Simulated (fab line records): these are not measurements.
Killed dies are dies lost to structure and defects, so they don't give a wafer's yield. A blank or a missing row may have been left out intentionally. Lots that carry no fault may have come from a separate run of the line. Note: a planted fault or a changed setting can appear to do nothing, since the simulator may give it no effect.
fab line records :: flow nandHarc :: part 2 of 2: steps 29 to 38 of 38
record
  lots=5
  wafers=15
  lastDay=34
route steps=1302 shown A_ZERO_WELL@396 A_SOURCE_PLATE@413 A_ONON_D1@424
lots untouched by any fault: they come from a run of this same line in which no faults occurred
startH: hours from the record's first day to the start of the lot's first wafer shown :: waitH: hours elapsed since this lot's preceding step :: " same as the row above :: L1.1+2: several wafers, shown together as one row :: - either no value or no given start :: * or withheld: withheld :: < > ~ a bound
route shown NAME@n: names a module that has steps shown in the file, with the first one's number in the route :: usual: mean/standard deviation of fault-free wafers :: same: alike in all rows :: chamber/n: place in a boat :: sites: the reading at each site :: _std_site: the standard deviation of these :: _edge_site: inner sites' mean taken away from outer sites' mean :: radiusMm: how far each site lies from the wafer's centre :: mask NAME#n: copy n :: behind: the last tool/chamber to shape the wafer :: hold: what put the lot on hold/how long, in hours/how the hold closed :: device: the transistor (n, p or np) that didn't switch :: end of line: tests run on the same wafers once the route is complete :: for a step that has no rows: nothing shown but its recipe :: killed: at the first sort, the dies lost to defects and structure; wafer yield is something else :: map: dies across one wafer; x = killed, . = not, _ = none there
set.NAME: the setting the step ran with; set.NAME@STEP: the setting that earlier step ran with :: model.NAME: the simulator's own value behind a step, which no gauge read
a table for each step, a row for each wafer; lots at some steps of the route
services: the hour from which a tool's chamber was out of use, counted from the record's first day as startH (under 0 if before that day), plus the number of hours and why
## steps
# step NHARC_A_ONON_D1_THK_MEAS_05
# recipe
  thkMeasGauge=ellipsometry
# usual
  thkNm=999/10
lot.wafer: L079.1
tool: filmMetro-01
chamber: -
startH: 212.47
waitH: -
thkNm: 1010

lot.wafer: L079.2
tool: filmMetro-01
chamber: -
startH: 212.47
waitH: -
thkNm: 1011

lot.wafer: L079.4
tool: filmMetro-01
chamber: -
startH: 212.47
waitH: -
thkNm: 1008

lot.wafer: L083.3
tool: filmMetro-02
chamber: -
startH: 254.96
waitH: -
thkNm: 989

lot.wafer: L083.5
tool: filmMetro-02
chamber: -
startH: 254.96
waitH: -
thkNm: 989

lot.wafer: L083.6
tool: filmMetro-02
chamber: -
startH: 254.96
waitH: -
thkNm: 987

lot.wafer: L090.1
tool: filmMetro-01
chamber: -
startH: 324.70
waitH: -
thkNm: 1004

lot.wafer: L090.2
tool: filmMetro-01
chamber: -
startH: 324.70
waitH: -
thkNm: 1005

lot.wafer: L090.4
tool: filmMetro-01
chamber: -
startH: 324.70
waitH: -
thkNm: 1003

lot.wafer: L094.1
tool: filmMetro-01
chamber: -
startH: 363.30
waitH: -
thkNm: 1005

lot.wafer: L094.5
tool: filmMetro-01
chamber: -
startH: 363.30
waitH: -
thkNm: 1003

lot.wafer: L094.6
tool: filmMetro-01
chamber: -
startH: 363.30
waitH: -
thkNm: 1005

lot.wafer: L097.2
tool: filmMetro-01
chamber: -
startH: 392.89
waitH: -
thkNm: 995

lot.wafer: L097.4
tool: filmMetro-01
chamber: -
startH: 392.89
waitH: -
thkNm: 996

lot.wafer: L097.6
tool: filmMetro-01
chamber: -
startH: 392.89
waitH: -
thkNm: 998
# step NHARC_A_ONON_D1_DEP_06
# recipe
  targetThkA=10000
  n2FlowSccm=2750
  n2oFlowSccm=2000
  nh3FlowSccm=500
  sih4FlowSccm=210
  tempC=400
# usual
  susceptorTempC=400.02/0.19
lot.wafer: L079.1
tool: pecvdOnon-01
chamber: 0
startH: 212.53
waitH: 0.1
susceptorTempC: 400.17

lot.wafer: L079.2
tool: pecvdOnon-01
chamber: 0
startH: 212.53
waitH: 0.1
susceptorTempC: 399.90

lot.wafer: L079.4
tool: pecvdOnon-01
chamber: 0
startH: 212.53
waitH: 0.1
susceptorTempC: 400.24

lot.wafer: L083.3
tool: pecvdOnon-01
chamber: 0
startH: 255.13
waitH: 0.2
susceptorTempC: 400.14

lot.wafer: L083.5
tool: pecvdOnon-01
chamber: 0
startH: 255.13
waitH: 0.2
susceptorTempC: 399.97

lot.wafer: L083.6
tool: pecvdOnon-01
chamber: 0
startH: 255.13
waitH: 0.2
susceptorTempC: 400.15

lot.wafer: L090.1
tool: pecvdOnon-01
chamber: 0
startH: 324.76
waitH: 0.1
susceptorTempC: 399.86

lot.wafer: L090.2
tool: pecvdOnon-01
chamber: 0
startH: 324.76
waitH: 0.1
susceptorTempC: 399.75

lot.wafer: L090.4
tool: pecvdOnon-01
chamber: 0
startH: 324.76
waitH: 0.1
susceptorTempC: 400.04

lot.wafer: L094.1
tool: pecvdOnon-03
chamber: 0
startH: 363.35
waitH: 0.1
susceptorTempC: 399.87

lot.wafer: L094.5
tool: pecvdOnon-03
chamber: 0
startH: 363.35
waitH: 0.1
susceptorTempC: 399.86

lot.wafer: L094.6
tool: pecvdOnon-03
chamber: 0
startH: 363.35
waitH: 0.1
susceptorTempC: 399.64

lot.wafer: L097.2
tool: pecvdOnon-01
chamber: 0
startH: 393.01
waitH: 0.1
susceptorTempC: 400.14

lot.wafer: L097.4
tool: pecvdOnon-01
chamber: 0
startH: 393.01
waitH: 0.1
susceptorTempC: 399.95

lot.wafer: L097.6
tool: pecvdOnon-01
chamber: 0
startH: 393.01
waitH: 0.1
susceptorTempC: 400.27
# step NHARC_A_ONON_D1_THK_MEAS_08
# recipe
  thkMeasGauge=ellipsometry
# usual
  thkNm=1002/9.6
lot.wafer: L079.1
tool: filmMetro-01
chamber: -
startH: 213.04
waitH: -
thkNm: 1000

lot.wafer: L079.2
tool: filmMetro-01
chamber: -
startH: 213.04
waitH: -
thkNm: 1002

lot.wafer: L079.4
tool: filmMetro-01
chamber: -
startH: 213.04
waitH: -
thkNm: 1001

lot.wafer: L083.3
tool: filmMetro-02
chamber: -
startH: 255.52
waitH: -
thkNm: 1012

lot.wafer: L083.5
tool: filmMetro-02
chamber: -
startH: 255.52
waitH: -
thkNm: 1014

lot.wafer: L083.6
tool: filmMetro-02
chamber: -
startH: 255.52
waitH: -
thkNm: 1014

lot.wafer: L090.1
tool: filmMetro-01
chamber: -
startH: 325.26
waitH: -
thkNm: 1006

lot.wafer: L090.2
tool: filmMetro-01
chamber: -
startH: 325.26
waitH: -
thkNm: 1003

lot.wafer: L090.4
tool: filmMetro-01
chamber: -
startH: 325.26
waitH: -
thkNm: 1007

lot.wafer: L094.1
tool: filmMetro-02
chamber: -
startH: 363.86
waitH: -
thkNm: 998

lot.wafer: L094.5
tool: filmMetro-02
chamber: -
startH: 363.86
waitH: -
thkNm: 999

lot.wafer: L094.6
tool: filmMetro-02
chamber: -
startH: 363.86
waitH: -
thkNm: 1001

lot.wafer: L097.2
tool: filmMetro-02
chamber: -
startH: 393.46
waitH: -
thkNm: 991

lot.wafer: L097.4
tool: filmMetro-02
chamber: -
startH: 393.46
waitH: -
thkNm: 991

lot.wafer: L097.6
tool: filmMetro-02
chamber: -
startH: 393.46
waitH: -
thkNm: 990
# step NHARC_A_ONON_D1_DEP_09
# recipe
  targetThkA=10000
  n2FlowSccm=2750
  n2oFlowSccm=2000
  nh3FlowSccm=500
  sih4FlowSccm=210
  tempC=400
# usual
  susceptorTempC=400.00/0.23
lot.wafer: L079.1
tool: pecvdOnon-04
chamber: 0
startH: 213.10
waitH: 0.1
susceptorTempC: 399.54

lot.wafer: L079.2
tool: pecvdOnon-04
chamber: 0
startH: 213.10
waitH: 0.1
susceptorTempC: 399.71

lot.wafer: L079.4
tool: pecvdOnon-04
chamber: 0
startH: 213.10
waitH: 0.1
susceptorTempC: 399.81

lot.wafer: L083.3
tool: pecvdOnon-03
chamber: 0
startH: 255.69
waitH: 0.2
susceptorTempC: 400.05

lot.wafer: L083.5
tool: pecvdOnon-03
chamber: 0
startH: 255.69
waitH: 0.2
susceptorTempC: 400.05

lot.wafer: L083.6
tool: pecvdOnon-03
chamber: 0
startH: 255.69
waitH: 0.2
susceptorTempC: 400.11

lot.wafer: L090.1
tool: pecvdOnon-03
chamber: 0
startH: 325.34
waitH: 0.1
susceptorTempC: 400.30

lot.wafer: L090.2
tool: pecvdOnon-03
chamber: 0
startH: 325.34
waitH: 0.1
susceptorTempC: 400.32

lot.wafer: L090.4
tool: pecvdOnon-03
chamber: 0
startH: 325.34
waitH: 0.1
susceptorTempC: 399.96

lot.wafer: L094.1
tool: pecvdOnon-01
chamber: 0
startH: 363.92
waitH: 0.1
susceptorTempC: 400.23

lot.wafer: L094.5
tool: pecvdOnon-01
chamber: 0
startH: 363.92
waitH: 0.1
susceptorTempC: 399.78

lot.wafer: L094.6
tool: pecvdOnon-01
chamber: 0
startH: 363.92
waitH: 0.1
susceptorTempC: 399.71

lot.wafer: L097.2
tool: pecvdOnon-01
chamber: 0
startH: 393.57
waitH: 0.1
susceptorTempC: 400.04

lot.wafer: L097.4
tool: pecvdOnon-01
chamber: 0
startH: 393.57
waitH: 0.1
susceptorTempC: 399.84

lot.wafer: L097.6
tool: pecvdOnon-01
chamber: 0
startH: 393.57
waitH: 0.1
susceptorTempC: 399.97
# step NHARC_A_ONON_D1_THK_MEAS_11
# recipe
  thkMeasGauge=ellipsometry
# usual
  thkNm=1000/8.8
lot.wafer: L079.1
tool: filmMetro-01
chamber: -
startH: 213.61
waitH: -
thkNm: 995

lot.wafer: L079.2
tool: filmMetro-01
chamber: -
startH: 213.61
waitH: -
thkNm: 995

lot.wafer: L079.4
tool: filmMetro-01
chamber: -
startH: 213.61
waitH: -
thkNm: 995

lot.wafer: L083.3
tool: filmMetro-01
chamber: -
startH: 256.08
waitH: -
thkNm: 990

lot.wafer: L083.5
tool: filmMetro-01
chamber: -
startH: 256.08
waitH: -
thkNm: 989

lot.wafer: L083.6
tool: filmMetro-01
chamber: -
startH: 256.08
waitH: -
thkNm: 990

lot.wafer: L090.1
tool: filmMetro-01
chamber: -
startH: 325.85
waitH: -
thkNm: 1007

lot.wafer: L090.2
tool: filmMetro-01
chamber: -
startH: 325.85
waitH: -
thkNm: 1006

lot.wafer: L090.4
tool: filmMetro-01
chamber: -
startH: 325.85
waitH: -
thkNm: 1005

lot.wafer: L094.1
tool: filmMetro-01
chamber: -
startH: 364.43
waitH: -
thkNm: 1015

lot.wafer: L094.5
tool: filmMetro-01
chamber: -
startH: 364.43
waitH: -
thkNm: 1011

lot.wafer: L094.6
tool: filmMetro-01
chamber: -
startH: 364.43
waitH: -
thkNm: 1013

lot.wafer: L097.2
tool: filmMetro-02
chamber: -
startH: 394.03
waitH: -
thkNm: 997

lot.wafer: L097.4
tool: filmMetro-02
chamber: -
startH: 394.03
waitH: -
thkNm: 997

lot.wafer: L097.6
tool: filmMetro-02
chamber: -
startH: 394.03
waitH: -
thkNm: 995
# step NHARC_A_ONON_D1_DEP_12
# recipe
  targetThkA=10000
  n2FlowSccm=2750
  n2oFlowSccm=2000
  nh3FlowSccm=500
  sih4FlowSccm=210
  tempC=400
# usual
  susceptorTempC=400.02/0.23
lot.wafer: L079.1
tool: pecvdOnon-01
chamber: 0
startH: 213.66
waitH: 0.1
susceptorTempC: 400.13

lot.wafer: L079.2
tool: pecvdOnon-01
chamber: 0
startH: 213.66
waitH: 0.1
susceptorTempC: 400.22

lot.wafer: L079.4
tool: pecvdOnon-01
chamber: 0
startH: 213.66
waitH: 0.1
susceptorTempC: 400.46

lot.wafer: L083.3
tool: pecvdOnon-01
chamber: 0
startH: 256.25
waitH: 0.2
susceptorTempC: 399.72

lot.wafer: L083.5
tool: pecvdOnon-01
chamber: 0
startH: 256.25
waitH: 0.2
susceptorTempC: 400.10

lot.wafer: L083.6
tool: pecvdOnon-01
chamber: 0
startH: 256.25
waitH: 0.2
susceptorTempC: 399.85

lot.wafer: L090.1
tool: pecvdOnon-04
chamber: 0
startH: 325.91
waitH: 0.1
susceptorTempC: 400.14

lot.wafer: L090.2
tool: pecvdOnon-04
chamber: 0
startH: 325.91
waitH: 0.1
susceptorTempC: 399.92

lot.wafer: L090.4
tool: pecvdOnon-04
chamber: 0
startH: 325.91
waitH: 0.1
susceptorTempC: 399.73

lot.wafer: L094.1
tool: pecvdOnon-04
chamber: 0
startH: 364.48
waitH: 0.1
susceptorTempC: 399.82

lot.wafer: L094.5
tool: pecvdOnon-04
chamber: 0
startH: 364.48
waitH: 0.1
susceptorTempC: 400.09

lot.wafer: L094.6
tool: pecvdOnon-04
chamber: 0
startH: 364.48
waitH: 0.1
susceptorTempC: 399.93

lot.wafer: L097.2
tool: pecvdOnon-01
chamber: 0
startH: 394.14
waitH: 0.1
susceptorTempC: 400.08

lot.wafer: L097.4
tool: pecvdOnon-01
chamber: 0
startH: 394.14
waitH: 0.1
susceptorTempC: 400.21

lot.wafer: L097.6
tool: pecvdOnon-01
chamber: 0
startH: 394.14
waitH: 0.1
susceptorTempC: 400.30
# step NHARC_A_ONON_D1_THK_MEAS_14
# recipe
  thkMeasGauge=ellipsometry
# usual
  thkNm=999/7.9
lot.wafer: L079.1
tool: filmMetro-01
chamber: -
startH: 214.16
waitH: -
thkNm: 1009

lot.wafer: L079.2
tool: filmMetro-01
chamber: -
startH: 214.16
waitH: -
thkNm: 1010

lot.wafer: L079.4
tool: filmMetro-01
chamber: -
startH: 214.16
waitH: -
thkNm: 1009

lot.wafer: L083.3
tool: filmMetro-02
chamber: -
startH: 256.65
waitH: -
thkNm: 1005

lot.wafer: L083.5
tool: filmMetro-02
chamber: -
startH: 256.65
waitH: -
thkNm: 1006

lot.wafer: L083.6
tool: filmMetro-02
chamber: -
startH: 256.65
waitH: -
thkNm: 1006

lot.wafer: L090.1
tool: filmMetro-02
chamber: -
startH: 326.42
waitH: -
thkNm: 1000

lot.wafer: L090.2
tool: filmMetro-02
chamber: -
startH: 326.42
waitH: -
thkNm: 1001

lot.wafer: L090.4
tool: filmMetro-02
chamber: -
startH: 326.42
waitH: -
thkNm: 999

lot.wafer: L094.1
tool: filmMetro-02
chamber: -
startH: 365.00
waitH: -
thkNm: 1002

lot.wafer: L094.5
tool: filmMetro-02
chamber: -
startH: 365.00
waitH: -
thkNm: 1002

lot.wafer: L094.6
tool: filmMetro-02
chamber: -
startH: 365.00
waitH: -
thkNm: 1003

lot.wafer: L097.2
tool: filmMetro-02
chamber: -
startH: 394.60
waitH: -
thkNm: 1003

lot.wafer: L097.4
tool: filmMetro-02
chamber: -
startH: 394.60
waitH: -
thkNm: 1004

lot.wafer: L097.6
tool: filmMetro-02
chamber: -
startH: 394.60
waitH: -
thkNm: 1003
# step NHARC_A_ONON_D1_ANNEAL_15
# recipe
  tempC=750
  timeS=3600
# usual
  spikeTcCentreC=751.1/1.5
  spikeTcLowerC=750.0/1.1
lot.wafer: L079.1
tool: furnace-03
chamber: 0
startH: 218.23
waitH: 4.1
spikeTcCentreC: 750.3
spikeTcLowerC: 750.4

lot.wafer: L079.2
tool: furnace-03
chamber: 0
startH: 218.23
waitH: 4.1
spikeTcCentreC: 749.2
spikeTcLowerC: 752.2

lot.wafer: L079.4
tool: furnace-03
chamber: 0
startH: 218.23
waitH: 4.1
spikeTcCentreC: 749.0
spikeTcLowerC: 748.8

lot.wafer: L083.3
tool: furnace-06
chamber: 0
startH: 264.76
waitH: 8.1
spikeTcCentreC: 753.0
spikeTcLowerC: 750.5

lot.wafer: L083.5
tool: furnace-06
chamber: 0
startH: 264.76
waitH: 8.1
spikeTcCentreC: 750.9
spikeTcLowerC: 748.8

lot.wafer: L083.6
tool: furnace-06
chamber: 0
startH: 264.76
waitH: 8.1
spikeTcCentreC: 750.3
spikeTcLowerC: 752.9

lot.wafer: L090.1
tool: furnace-03
chamber: 0
startH: 330.18
waitH: 3.8
spikeTcCentreC: 750.0
spikeTcLowerC: 749.3

lot.wafer: L090.2
tool: furnace-03
chamber: 0
startH: 330.18
waitH: 3.8
spikeTcCentreC: 749.6
spikeTcLowerC: 749.6

lot.wafer: L090.4
tool: furnace-03
chamber: 0
startH: 330.18
waitH: 3.8
spikeTcCentreC: 749.2
spikeTcLowerC: 751.2

lot.wafer: L094.1
tool: furnace-03
chamber: 0
startH: 368.39
waitH: 3.4
spikeTcCentreC: 749.1
spikeTcLowerC: 749.9

lot.wafer: L094.5
tool: furnace-03
chamber: 0
startH: 368.39
waitH: 3.4
spikeTcCentreC: 747.7
spikeTcLowerC: 749.5

lot.wafer: L094.6
tool: furnace-03
chamber: 0
startH: 368.39
waitH: 3.4
spikeTcCentreC: 750.2
spikeTcLowerC: 750.0

lot.wafer: L097.2
tool: furnace-08
chamber: 0
startH: 397.77
waitH: 3.2
spikeTcCentreC: 752.4
spikeTcLowerC: 749.6

lot.wafer: L097.4
tool: furnace-08
chamber: 0
startH: 397.77
waitH: 3.2
spikeTcCentreC: 752.2
spikeTcLowerC: 749.2

lot.wafer: L097.6
tool: furnace-08
chamber: 0
startH: 397.77
waitH: 3.2
spikeTcCentreC: 753.0
spikeTcLowerC: 749.6
# step NHARC_A_ONON_D1_DEP_16
# recipe
  targetThkA=10000
  n2FlowSccm=2750
  n2oFlowSccm=2000
  nh3FlowSccm=500
  sih4FlowSccm=210
  tempC=400
# usual
  susceptorTempC=399.98/0.24
lot.wafer: L079.1
tool: pecvdOnon-01
chamber: 0
startH: 222.10
waitH: 0.1
susceptorTempC: 399.96

lot.wafer: L079.2
tool: pecvdOnon-01
chamber: 0
startH: 222.10
waitH: 0.1
susceptorTempC: 400.20

lot.wafer: L079.4
tool: pecvdOnon-01
chamber: 0
startH: 222.10
waitH: 0.1
susceptorTempC: 399.99

lot.wafer: L083.3
tool: pecvdOnon-01
chamber: 0
startH: 268.75
waitH: 0.2
susceptorTempC: 400.21

lot.wafer: L083.5
tool: pecvdOnon-01
chamber: 0
startH: 268.75
waitH: 0.2
susceptorTempC: 400.02

lot.wafer: L083.6
tool: pecvdOnon-01
chamber: 0
startH: 268.75
waitH: 0.2
susceptorTempC: 400.00

lot.wafer: L090.1
tool: pecvdOnon-03
chamber: 0
startH: 334.09
waitH: 0.1
susceptorTempC: 400.40

lot.wafer: L090.2
tool: pecvdOnon-03
chamber: 0
startH: 334.09
waitH: 0.1
susceptorTempC: 400.06

lot.wafer: L090.4
tool: pecvdOnon-03
chamber: 0
startH: 334.09
waitH: 0.1
susceptorTempC: 400.24

lot.wafer: L094.1
tool: pecvdOnon-04
chamber: 0
startH: 372.29
waitH: 0.1
susceptorTempC: 400.18

lot.wafer: L094.5
tool: pecvdOnon-04
chamber: 0
startH: 372.29
waitH: 0.1
susceptorTempC: 400.19

lot.wafer: L094.6
tool: pecvdOnon-04
chamber: 0
startH: 372.29
waitH: 0.1
susceptorTempC: 399.99

lot.wafer: L097.2
tool: pecvdOnon-01
chamber: 0
startH: 401.72
waitH: 0.1
susceptorTempC: 399.97

lot.wafer: L097.4
tool: pecvdOnon-01
chamber: 0
startH: 401.72
waitH: 0.1
susceptorTempC: 399.79

lot.wafer: L097.6
tool: pecvdOnon-01
chamber: 0
startH: 401.72
waitH: 0.1
susceptorTempC: 400.33
# step NHARC_A_ONON_D1_THK_MEAS_18
# recipe
  thkMeasGauge=ellipsometry
# usual
  thkNm=998/10
lot.wafer: L079.1
tool: filmMetro-01
chamber: -
startH: 222.62
waitH: -
thkNm: 1022

lot.wafer: L079.2
tool: filmMetro-01
chamber: -
startH: 222.62
waitH: -
thkNm: 1020

lot.wafer: L079.4
tool: filmMetro-01
chamber: -
startH: 222.62
waitH: -
thkNm: 1020

lot.wafer: L083.3
tool: filmMetro-02
chamber: -
startH: 269.15
waitH: -
thkNm: 999

lot.wafer: L083.5
tool: filmMetro-02
chamber: -
startH: 269.15
waitH: -
thkNm: 1001

lot.wafer: L083.6
tool: filmMetro-02
chamber: -
startH: 269.15
waitH: -
thkNm: 1000

lot.wafer: L090.1
tool: filmMetro-02
chamber: -
startH: 334.60
waitH: -
thkNm: 991

lot.wafer: L090.2
tool: filmMetro-02
chamber: -
startH: 334.60
waitH: -
thkNm: 989

lot.wafer: L090.4
tool: filmMetro-02
chamber: -
startH: 334.60
waitH: -
thkNm: 991

lot.wafer: L094.1
tool: filmMetro-01
chamber: -
startH: 372.80
waitH: -
thkNm: 999

lot.wafer: L094.5
tool: filmMetro-01
chamber: -
startH: 372.80
waitH: -
thkNm: 999

lot.wafer: L094.6
tool: filmMetro-01
chamber: -
startH: 372.80
waitH: -
thkNm: 1001

lot.wafer: L097.2
tool: filmMetro-01
chamber: -
startH: 402.18
waitH: -
thkNm: 995

lot.wafer: L097.4
tool: filmMetro-01
chamber: -
startH: 402.18
waitH: -
thkNm: 995

lot.wafer: L097.6
tool: filmMetro-01
chamber: -
startH: 402.18
waitH: -
thkNm: 996
## services
tool: wetBench-09
chamber: -
startH: 176.80
hours: 8.0
kind: pm

tool: wetBench-03
chamber: -
startH: 210.40
hours: 8.0
kind: pm

tool: pecvdOnon-03
chamber: -
startH: 227.05
hours: 13.0
kind: pm

tool: rieDiel-12
chamber: 3
startH: 234.56
hours: 3.0
kind: repair

tool: wetBench-05
chamber: -
startH: 235.72
hours: 5.4
kind: repair

tool: rieDiel-12
chamber: 2
startH: 242.02
hours: 10.6
kind: repair

tool: wetBench-02
chamber: -
startH: 244.79
hours: 8.0
kind: pm

tool: rieDiel-12
chamber: 3
startH: 246.98
hours: 3.9
kind: repair

tool: lithoTrack-07
chamber: -
startH: 251.00
hours: 7.0
kind: pm

tool: wetBench-05
chamber: -
startH: 260.80
hours: 8.0
kind: pm

tool: rieDiel-12
chamber: -
startH: 268.40
hours: 9.0
kind: pm

tool: pecvdOnon-01
chamber: -
startH: 269.21
hours: 13.0
kind: pm

tool: rieDiel-03
chamber: -
startH: 281.30
hours: 9.0
kind: pm

tool: wetBench-09
chamber: -
startH: 296.73
hours: 3.8
kind: repair

tool: lithoTrack-05
chamber: -
startH: 299.00
hours: 7.0
kind: pm

tool: pecvdOnon-04
chamber: -
startH: 311.13
hours: 13.0
kind: pm

tool: pecvdOnon-01
chamber: -
startH: 311.75
hours: 9.0
kind: repair

tool: rieDiel-12
chamber: 1
startH: 320.46
hours: 4.1
kind: repair

tool: wetBench-02
chamber: -
startH: 323.45
hours: 1.5
kind: repair

tool: wetBench-07
chamber: -
startH: 336.00
hours: 8.0
kind: pm

tool: pecvdOnon-03
chamber: -
startH: 350.11
hours: 0.4
kind: repair

tool: wetBench-09
chamber: -
startH: 352.80
hours: 8.0
kind: pm

tool: wetBench-03
chamber: -
startH: 386.40
hours: 8.0
kind: pm

tool: furnace-07
chamber: -
startH: 391.33
hours: 26.0
kind: pm
